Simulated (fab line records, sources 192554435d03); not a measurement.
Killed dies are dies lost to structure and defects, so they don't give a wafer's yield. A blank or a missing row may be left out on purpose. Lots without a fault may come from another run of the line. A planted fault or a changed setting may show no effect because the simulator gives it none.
fab line records | flow n5_finfet
record lots=7 wafers=21
route steps=1938 shown WELL_APT@24 PMOS_HMC_CHANNEL_EPI@59 FIN_SAQP@109 SD_EPI_N@263
start_h: hours from the record's first day to the start of the lot's first wafer shown | wait_h: hours since the lot's step before | " the same as in the row above | L1.1+2: a row that stands for several wafers | - no value, or no start given | * or withheld: withheld | < > ~ a bound
route shown NAME@n: a module of which the file shows steps, and the number in the route of the first | usual: mean/standard deviation of fault-free wafers | same: alike in all rows | chamber/n: place in a boat | sites: the reading at each site | _std_site: their standard deviation | _edge_site: outer sites' mean less inner sites' | radius_mm: how far each site lies from the wafer's centre | mask NAME#n: copy n | behind: the tool/chamber that last shaped the wafer | hold: why the lot was held/for how many hours/how that ended | device: the transistor (n, p or np) that didn't switch | end of line: the same wafers' tests at the end of the route | a step without rows: its recipe alone | killed: dies lost to structure and defects at the first sort, not the wafer's yield | map: a wafer's dies, x killed, . not, _ none there
set.NAME: the setting as run; set.NAME@STEP: as run at that earlier step | model.NAME: the simulator's own value behind a step, which no gauge read
lots whose settings were changed on purpose; a table a step, a row a wafer
## steps
# step N5_WELL_APT_EXPOSE_05
# recipe mask_id=NWELL na=0.8 source_shape=conventional sigma_outer=0.8 polarization=unpolarized defocus_nm=0 target_cd_nm=200 dose_mj=20.3
# columns lot.wafer tool chamber start_h wait_h mask set.dose_mj
L088.3+5+6 krf_scanner-02 0 97.63 - NWELL#0 20.3
L089.2 krf_scanner-01 0 103.52 - NWELL#0 21.31
L089.5+6 " 0 " " NWELL#0 20.3
L090.4 krf_scanner-02 0 109.92 - NWELL#0 20.3
L090.5+6 " 0 " " NWELL#0 21.15
L091.3+4+5 krf_scanner-01 0 116.01 - NWELL#0 20.3
L092.2 krf_scanner-02 0 121.86 - NWELL#0 20.3
L092.4+5 " 0 " " NWELL#0 21.63
L093.3+5 krf_scanner-01 0 127.65 - NWELL#0 20.3
L093.4 " 0 " " NWELL#0 19.54
L094.1+5+6 krf_scanner-01 0 133.55 - NWELL#0 20.3
# step N5_WELL_APT_PEB_06
# recipe peb_temp_c=130 peb_time_s=90
# step N5_WELL_APT_DEVELOP_07
# recipe develop_time_s=45 rinse_liquid=surfactant_rinse dry=air_spin dev_temp_c=21
# step N5_WELL_APT_DESCUM_13
# recipe chemistry=O2 time_s=7.9 source_power_w=50 bias_power_w=20 pressure_mtorr=20 rf_frequency_hz=2.712e+07 temp_c=40 o2_flow_sccm=225
# columns lot.wafer tool chamber start_h wait_h set.dose_mj@WELL_APT_EXPOSE_05 model.WELL_APT.cd_nm
L088.3 rie_diel-01 0 97.88 0.0 20.3 201
L088.5 " 0 " " 20.3 198.7
L088.6 " 3 " " 20.3 197.7
L089.2 rie_diel-05 1 103.78 0.0 21.31 210.7
L089.5 " 1 " " 20.3 200.4
L089.6 " 0 " " 20.3 201.4
L090.4 rie_diel-04 3 110.16 0.0 20.3 196.7
L090.5 " 0 " " 21.15 206.3
L090.6 " 3 " " 21.15 205.5
L091.3 rie_diel-04 2 116.26 0.0 20.3 203.6
L091.4 " 1 " " 20.3 202.4
L091.5 " 1 " " 20.3 202.9
L092.2 rie_diel-01 0 122.12 0.0 20.3 204.1
L092.4 " 2 " " 21.63 213.5
L092.5 " 3 " " 21.63 211.6
L093.3 rie_diel-05 3 127.90 0.0 20.3 196.9
L093.4 " 0 " " 19.54 194.6
L093.5 " 2 " " 20.3 196.4
L094.1 rie_diel-05 1 134.49 0.7 20.3 196.3
L094.5 " 0 " " 20.3 198.5
L094.6 " 1 " " 20.3 199.8
# step N5_WELL_APT_COAT_19
# recipe spin_rpm=1357 resist_thk_nm=950
# columns lot.wafer tool chamber start_h wait_h set.spin_rpm model.coat_of_WELL_APT_COAT_19.thk_nm
L088.3 litho_track-04 0 - - 1357 951.9
L088.5 " 0 " " 1357 951
L088.6 " 0 " " 1357 950.6
L089.2+5 litho_track-04 0 - - 1207 1006
L089.6 " 0 " " 1207 1010
L090.4 litho_track-04 0 - - 1442 921.5
L090.5 " 0 " " 1357 953.4
L090.6 " 0 " " 1442 922.2
L091.3 litho_track-02 0 - - 1491 904.9
L091.4 " 0 " " 1357 948.9
L091.5 " 0 " " 1357 946.3
L092.2 litho_track-02 0 - - 1306 966.8
L092.4 " 0 " " 1357 949.8
L092.5 " 0 " " 1357 949.2
L093.3+5 litho_track-04 0 - - 1208 1012
L093.4 " 0 " " 1357 953.2
L094.1 litho_track-04 0 - - 1357 951.9
L094.5 " 0 " " 1357 949.8
L094.6 " 0 " " 1318 966.2
# step N5_PMOS_HMC_CHANNEL_EPI_COAT_03
# recipe resist=CAR-ArF-block spin_rpm=1500 resist_thk_nm=205
# columns lot.wafer tool chamber start_h wait_h set.spin_rpm model.CAR-ArF-block_of_PMOS_HMC_CHANNEL_EPI_COAT_03.thk_nm
L088.3+5+6 litho_track-01 0 - - 1500 205
L089.2 litho_track-01 0 - - 1500 205.5
L089.5+6 " 0 " " 1556 202
L090.4 litho_track-01 0 - - 1500 205.5
L090.5 " 0 " " 1500 204.7
L090.6 " 0 " " 1500 204.8
L091.3 litho_track-03 0 - - 1656 195.1
L091.4 " 0 " " 1500 205.5
L091.5 " 0 " " 1500 205.7
L092.2 litho_track-04 0 - - 1500 206.2
L092.4 " 0 " " 1500 205.1
L092.5 " 0 " " 1500 205.8
L093.3 litho_track-03 0 - - 1500 205.3
L093.4 " 0 " " 1413 211.5
L093.5 " 0 " " 1413 211.8
L094.1 litho_track-04 0 - - 1500 205
L094.5 " 0 " " 1617 197.4
L094.6 " 0 " " 1500 204.8
# step N5_PMOS_HMC_CHANNEL_EPI_PEB_07
# recipe peb_temp_c=110 peb_time_s=60 resist=CAR-ArF-block
# columns lot.wafer tool chamber start_h wait_h set.peb_temp_c
L088.3+5+6 litho_track-01 0 101.39 0.0 110
L089.2+5+6 litho_track-01 0 107.39 0.0 110
L090.4+5+6 litho_track-01 0 113.65 0.0 110
L091.3+5 litho_track-03 0 119.41 0.0 110
L091.4 " 0 " " 106.5
L092.2+4+5 litho_track-01 0 125.42 0.0 110
L093.3+4 litho_track-01 0 131.17 0.0 108.9
L093.5 " 0 " " 110
L094.1+5 litho_track-01 0 137.95 0.1 110
L094.6 " 0 " " 112.9
# step N5_PMOS_HMC_CHANNEL_EPI_DEVELOP_08
# recipe develop_time_s=30 developer=TMAH resist=CAR-ArF-block dev_temp_c=23 rinse_liquid=diw dry=air_spin
# step N5_PMOS_HMC_CHANNEL_EPI_CD_MEAS_09
# recipe target_cd_nm=237.4 landing_energy_ev=500 detector=se_inlens
# usual cd_nm=236.4/0.97
# columns lot.wafer tool chamber start_h wait_h set.peb_temp_c@PMOS_HMC_CHANNEL_EPI_PEB_07 cd_nm
L088.3 cd_sem-01 0 101.46 - 110 237.2
L088.5 " 0 " " 110 238.0
L088.6 " 0 " " 110 235.9
L089.2 cd_sem-03 0 107.46 - 110 236.4
L089.5 " 0 " " 110 236.1
L089.6 " 0 " " 110 237.7
L090.4 cd_sem-01 0 113.72 - 110 237.3
L090.5 " 0 " " 110 237.4
L090.6 " 0 " " 110 237.9
L091.3 cd_sem-03 0 119.48 - 110 237.4
L091.4 " 0 " " 106.5 226.3
L091.5 " 0 " " 110 236.1
L092.2 cd_sem-03 0 125.49 - 110 237.0
L092.4 " 0 " " 110 235.2
L092.5 " 0 " " 110 236.2
L093.3 cd_sem-01 0 131.24 - 108.9 232.4
L093.4 " 0 " " 108.9 232.5
L093.5 " 0 " " 110 237.0
L094.1 cd_sem-02 0 138.02 - 110 236.4
L094.5 " 0 " " 110 237.3
L094.6 " 0 " " 112.9 243.8
# step N5_PMOS_HMC_CHANNEL_EPI_DESCUM_14
# recipe chemistry=O2 time_s=7.9 source_power_w=50 bias_power_w=20 pressure_mtorr=20 rf_frequency_hz=2.712e+07 temp_c=40 resist=CAR-ArF-block o2_flow_sccm=225
# columns lot.wafer tool chamber start_h wait_h set.peb_temp_c@PMOS_HMC_CHANNEL_EPI_PEB_07 model.PMOS_HMC_CHANNEL_EPI.cd_nm
L088.3 rie_diel-02 0 101.55 0.0 110 237.3
L088.5 " 2 " " 110 237.8
L088.6 " 1 " " 110 236.1
L089.2 rie_diel-06 1 107.55 0.0 110 236.4
L089.5 " 0 " " 110 236
L089.6 " 1 " " 110 237.4
L090.4 rie_diel-02 1 114.31 0.5 110 237.7
L090.5 " 0 " " 110 238
L090.6 " 3 " " 110 238.2
L091.3 rie_diel-02 2 119.56 0.0 110 237.8
L091.4 " 1 " " 106.5 226.3
L091.5 " 3 " " 110 236.4
L092.2 rie_diel-03 2 125.58 0.0 110 236.8
L092.4 " 1 " " 110 235.2
L092.5 " 2 " " 110 236
L093.3 rie_diel-06 0 131.50 0.2 108.9 232.4
L093.4 " 2 " " 108.9 232.7
L093.5 " 0 " " 110 237
L094.1 rie_diel-03 3 138.11 0.0 110 236.1
L094.5 " 1 " " 110 237.4
L094.6 " 3 " " 112.9 243.6
# step N5_PMOS_HMC_CHANNEL_EPI_ETCH_32
# recipe chemistry=N2/H2 target=BARC stop_on=SiO2 target_depth_a=858 over_etch_frac=0.3 time_s=50.3 ion_energy_ev=200 mask_material=CAR-ArF-block pressure_mtorr=30 source_w=840 bias_w=150 n2_flow_sccm=200 h2_flow_sccm=200
# columns lot.wafer tool chamber start_h wait_h set.peb_temp_c@PMOS_HMC_CHANNEL_EPI_PEB_07 model.PMOS_HMC_CHANNEL_EPI.cd_nm
L088.3 rie_diel-02 0 101.58 0.0 110 240.6
L088.5 " 2 " " 110 239.9
L088.6 " 1 " " 110 239
L089.2 rie_diel-06 1 107.58 0.0 110 239.5
L089.5 " 0 " " 110 238.5
L089.6 " 1 " " 110 240.4
L090.4+5 rie_diel-02 1,0 114.35 0.0 110 240.2
L090.6 " 3 " " 110 239.9
L091.3 rie_diel-02 2 119.60 0.0 110 239.4
L091.4 " 1 " " 106.5 229.1
L091.5 " 3 " " 110 238.2
L092.2 rie_diel-03 2 125.61 0.0 110 238.8
L092.4 " 1 " " 110 238.2
L092.5 " 2 " " 110 238
L093.3 rie_diel-06 0 131.53 0.0 108.9 234.6
L093.4 " 2 " " 108.9 236.3
L093.5 " 0 " " 110 239.4
L094.1 rie_diel-03 3 138.14 0.0 110 239.5
L094.5 " 1 " " 110 240.5
L094.6 " 3 " " 112.9 246.6
# step N5_FIN_SAQP_PEB_14
# recipe peb_temp_c=withheld peb_time_s=60 resist=CAR-ArF
# columns lot.wafer tool chamber start_h wait_h set.peb_time_s
L088.3+5+6 litho_track-02 0 105.94 0.0 60
L089.2+6 litho_track-05 0 111.64 0.0 52.62
L089.5 " 0 " " 60
L090.4+6 litho_track-05 0 118.47 0.0 60
L090.5 " 0 " " 66.12
L091.3+4+5 litho_track-02 0 124.03 0.0 60
L092.2+4+5 litho_track-02 0 129.88 0.0 60
L093.3+4 litho_track-01 0 135.77 0.0 60
L093.5 " 0 " " 54.6
L094.1 litho_track-05 0 142.31 0.1 47.67
L094.5+6 " 0 " " 60
# step N5_FIN_SAQP_DEVELOP_15
# recipe develop_time_s=30 developer=TMAH resist=CAR-ArF dev_temp_c=23 rinse_liquid=diw dry=air_spin
# step N5_FIN_SAQP_CD_MEAS_16
# recipe target_cd_nm=35.6 landing_energy_ev=500 detector=se_inlens
# usual cd_nm=35.6/0.33
# columns lot.wafer tool chamber start_h wait_h set.peb_time_s@FIN_SAQP_PEB_14 cd_nm
L088.3 cd_sem-01 0 106.01 - 60 35.8
L088.5 " 0 " " 60 34.9
L088.6 " 0 " " 60 35.2
L089.2 cd_sem-03 0 111.71 - 52.62 37.5
L089.5 " 0 " " 60 35.8
L089.6 " 0 " " 52.62 38.4
L090.4 cd_sem-03 0 118.54 - 60 35.7
L090.5 " 0 " " 66.12 34.3
L090.6 " 0 " " 60 35.3
L091.3 cd_sem-03 0 124.10 - 60 34.9
L091.4 " 0 " " 60 36.1
L091.5 " 0 " " 60 35.4
L092.2 cd_sem-02 0 129.95 - 60 35.0
L092.4 " 0 " " 60 35.0
L092.5 " 0 " " 60 35.1
L093.3 cd_sem-01 0 135.84 - 60 35.6
L093.4 " 0 " " 60 35.3
L093.5 " 0 " " 54.6 36.7
L094.1 cd_sem-02 0 142.38 - 47.67 38.9
L094.5 " 0 " " 60 35.6
L094.6 " 0 " " 60 35.6
# step N5_SD_EPI_N_COAT_33
# recipe resist=SiARC temp_c=220 time_s=60 spin_rpm=1500 resist_thk_nm=35
# columns lot.wafer tool chamber start_h wait_h set.spin_rpm model.SiARC_of_SD_EPI_N_COAT_33.thk_nm
L088.3+5+6 litho_track-02 0 - - 1500 35
L089.2+5+6 litho_track-04 0 - - 1500 35
L090.4+5 litho_track-04 0 - - 1638 33.6
L090.6 " 0 " " 1500 35.2
L091.3+4 litho_track-05 0 - - 1358 36.8
L091.5 " 0 " " 1500 35
L092.2 litho_track-04 0 - - 1500 35
L092.4+5 " 0 " " 1500 35.2
L093.3 litho_track-05 0 - - 1419 36
L093.4 " 0 " " 1500 35
L093.5 " 0 " " 1419 36.2
L094.1+6 litho_track-04 0 - - 1500 35
L094.5 " 0 " " 1500 35.2
# step N5_SD_EPI_N_COAT_03
# recipe resist=CAR-ArF-block spin_rpm=1500 resist_thk_nm=150
# step N5_SD_EPI_N_EBR_05
# recipe solvent=PGMEA ebr_width_mm=1.5
# step N5_SD_EPI_N_DESCUM_14
# recipe chemistry=O2 time_s=7.9 source_power_w=50 bias_power_w=20 pressure_mtorr=20 rf_frequency_hz=2.712e+07 temp_c=40 resist=CAR-ArF-block o2_flow_sccm=225
# step N5_SD_EPI_N_ETCH_34
# recipe chemistry=CF4 target=SiARC target_depth_a=455 mask_material=CAR-ArF-block time_s=75.8 ion_energy_ev=80 pressure_mtorr=40 source_w=545 bias_w=36 Ar_flow_sccm=100 cf4_flow_sccm=100 ends=cleared
# columns lot.wafer tool chamber start_h wait_h set.spin_rpm@SD_EPI_N_COAT_33 model.CAR-ArF-block_of_SD_EPI_N_COAT_03.thk_nm model.etch.depth_nm
L088.3 rie_diel-04 3 135.61 0.0 1500 110.6 34.92
L088.5 " 1 " " 1500 111 35.06
L088.6 " 0 " " 1500 110.8 34.95
L089.2 rie_diel-04 3 146.98 0.0 1500 110.6 34.98
L089.5 " 2 " " 1500 111 35.06
L089.6 " 3 " " 1500 110.8 34.99
L090.4 rie_diel-05 3 154.98 0.0 1638 112.2 33.62
L090.5 " 3 " " 1638 111.6 33.66
L090.6 " 0 " " 1500 110.4 35.1
L091.3 rie_diel-01 2 158.89 0.0 1358 109 36.85
L091.4 " 0 " " 1358 109.2 36.85
L091.5 " 1 " " 1500 110.4 35.08
L092.2 rie_diel-04 2 162.82 0.0 1500 111.4 35.01
L092.4 " 2 " " 1500 111.6 35.14
L092.5 " 1 " " 1500 111.4 35.11
L093.3 rie_diel-04 0 164.51 0.0 1419 110 36.07
L093.4 " 2 " " 1500 110.4 35.08
L093.5 " 0 " " 1419 109.6 36.1
L094.1 rie_diel-01 3 172.76 0.0 1500 111.2 35.04
L094.5 " 3 " " 1500 110.8 35.13
L094.6 " 0 " " 1500 111.4 35.05
# step N5_SD_EPI_N_EPI_21
# recipe material=Si:P dopant=P temp_c=680 pressure_torr=255 time_s=690
# columns lot.wafer tool chamber start_h wait_h set.epi_growth_time_s model.Si-P_of_SD_EPI_N_EPI_21.thk_nm
L088.3 epi_rpcvd-04 0 137.81 0.7 690 58.6
L088.5 " 0 " " 690 59.6
L088.6 " 0 " " 690 59
L089.2 epi_rpcvd-02 0 149.17 0.5 690 58.8
L089.5 " 0 150.29 1.5 690 59.2
L089.6 " 0 " " 655 57.6
L090.4 epi_rpcvd-01 0 157.46 0.9 690 60.2
L090.5 " 0 " " 690 59.4
L090.6 " 0 " " 690 59.8
L091.3+5 epi_rpcvd-04 0 161.10 0.7 690 59
L091.4 " 0 " " 690 59.6
L092.2+5 epi_rpcvd-02 0 165.03 0.5 690 59.2
L092.4 " 0 " " 690 59
L093.3+4 epi_rpcvd-01 0 167.09 0.9 690 58
L093.5 " 0 " " 652.3 55.2
L094.1+5 epi_rpcvd-04 0 174.41 0.1 728.9 60.2
L094.6 " 0 175.81 1.4 690 57
# step N5_SD_EPI_N_PRECLEAN_24
# recipe chemistry=O3/DIW time_s=60 temp_c=22 o3_ppm=10
# columns lot.wafer tool chamber start_h wait_h set.epi_growth_time_s@SD_EPI_N_EPI_21 model.Si-P_of_SD_EPI_N_EPI_21.thk_nm
L088.3 wet_bench-03 4 139.00 0.0 690 58.2
L088.5 " 1 " " 690 59.2
L088.6 " 2 " " 690 58.6
L089.2 wet_bench-02 5 151.11 0.0 690 58.4
L089.5 " 7 " " 690 58.8
L089.6 " 1 " " 655 57.2
L090.4 wet_bench-04 4 158.37 0.0 690 59.8
L090.5 " 2 " " 690 59
L090.6 " 7 " " 690 59.4
L091.3+5 wet_bench-02 7,4 162.31 0.0 690 58.6
L091.4 " 0 " " 690 59.2
L092.2+5 wet_bench-02 3,2 166.97 0.0 690 58.8
L092.4 " 0 " " 690 58.6
L093.3+4 wet_bench-02 1,6 168.66 0.0 690 57.6
L093.5 " 5 " " 652.3 55
L094.1+5 wet_bench-03 4,7 176.16 0.0 728.9 59.8
L094.6 " 1 " " 690 56.6
## key
split step=N5_WELL_APT_EXPOSE_05 setting=dose_mj stated=20.3 by=wafer
response step=N5_WELL_APT_DESCUM_13 reading=model.WELL_APT.cd_nm change=+1.51 per=1% r=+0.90
split step=N5_WELL_APT_COAT_19 setting=spin_rpm stated=1357 by=wafer
response step=N5_WELL_APT_COAT_19 reading=model.coat_of_WELL_APT_COAT_19.thk_nm change=-4.92 per=1% r=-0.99
split step=N5_PMOS_HMC_CHANNEL_EPI_COAT_03 setting=spin_rpm stated=1500 by=wafer
response step=N5_PMOS_HMC_CHANNEL_EPI_COAT_03 reading=model.CAR-ArF-block_of_PMOS_HMC_CHANNEL_EPI_COAT_03.thk_nm change=-1 per=1% r=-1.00
split step=N5_PMOS_HMC_CHANNEL_EPI_PEB_07 setting=peb_temp_c stated=110 by=wafer
response step=N5_PMOS_HMC_CHANNEL_EPI_CD_MEAS_09 reading=cd_nm change=+3.11 per=1% r=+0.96
response step=N5_PMOS_HMC_CHANNEL_EPI_DESCUM_14 reading=model.PMOS_HMC_CHANNEL_EPI.cd_nm change=+3.13 per=1% r=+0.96
response step=N5_PMOS_HMC_CHANNEL_EPI_ETCH_32 reading=model.PMOS_HMC_CHANNEL_EPI.cd_nm change=+2.87 per=1% r=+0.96
split step=N5_FIN_SAQP_PEB_14 setting=peb_time_s stated=60 by=wafer
response step=N5_FIN_SAQP_CD_MEAS_16 reading=cd_nm change=-0.158 per=1% r=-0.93
split step=N5_SD_EPI_N_COAT_33 setting=spin_rpm stated=1500 by=wafer
response step=N5_SD_EPI_N_COAT_33 reading=model.SiARC_of_SD_EPI_N_COAT_33.thk_nm change=-0.185 per=1% r=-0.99
response step=N5_SD_EPI_N_ETCH_34 reading=model.CAR-ArF-block_of_SD_EPI_N_COAT_03.thk_nm change=+0.144 per=1% r=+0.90
response step=N5_SD_EPI_N_ETCH_34 reading=model.etch.depth_nm change=-0.175 per=1% r=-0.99
split step=N5_SD_EPI_N_EPI_21 setting=epi_growth_time_s stated=690 by=wafer
response step=N5_SD_EPI_N_EPI_21 reading=model.Si-P_of_SD_EPI_N_EPI_21.thk_nm change=+0.463 per=1% r=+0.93
response step=N5_SD_EPI_N_PRECLEAN_24 reading=model.Si-P_of_SD_EPI_N_EPI_21.thk_nm change=+0.45 per=1% r=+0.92
